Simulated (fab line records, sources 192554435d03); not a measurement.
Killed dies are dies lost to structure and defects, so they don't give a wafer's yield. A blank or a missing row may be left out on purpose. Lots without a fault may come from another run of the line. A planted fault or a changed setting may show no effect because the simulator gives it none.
Chamber matching | flow n5_finfet | N5_BEOL_M2_ALD_98 on ald_sin-01: 4 sister chambers
The step deposits SiO2, target thk 2.5 nm, pulse time 1 s, co reactant pulse time 1 s. 4 wafers are shown with their chamber, then 8 later ones without.

WAFERS WITH THEIR CHAMBER
wafer  | chamber | heater_power_w (W)
L091.5 | 3       | 90
L092.2 | 1       | 71
L092.6 | 0       | 82
L096.1 | 2       | 80

WAFERS WITHOUT THEIR CHAMBER
wafer  | heater_power_w (W)
L096.2 | 88
L096.3 | 83
L096.4 | 72
L096.5 | 90
L096.6 | 79
L097.2 | 80
L097.3 | 71
L097.5 | 81

WHICH CHAMBER EACH WENT THROUGH
wafer  | from the rows above     | in truth
L096.2 | 3                       | 3
L096.3 | 0                       | 0
L096.4 | 1                       | 1
L096.5 | 3                       | 3
L096.6 | 2                       | 2
L097.2 | 2                       | 2
L097.3 | 1                       | 1
L097.5 | can't be placed: 0 or 2 | 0
Placed correctly: 7 of 8. Can't be placed from these rows: 1 (the true chamber is among the candidates in 1). Placed wrongly: 0.
How it was worked out, from the rows above alone: a wafer's distance from a chamber is the root of the sum, over the readings, of the square of ((its reading less the chamber's mean) divided by the reading's scatter). The wafer belongs to the nearest chamber; if the next one is less than 2 further off, it can't be placed. A chamber's mean is the mean of its shown wafers. The scatter: with one shown wafer a chamber, the root of the mean of the squares of how far each hidden wafer lies from its nearest shown one.
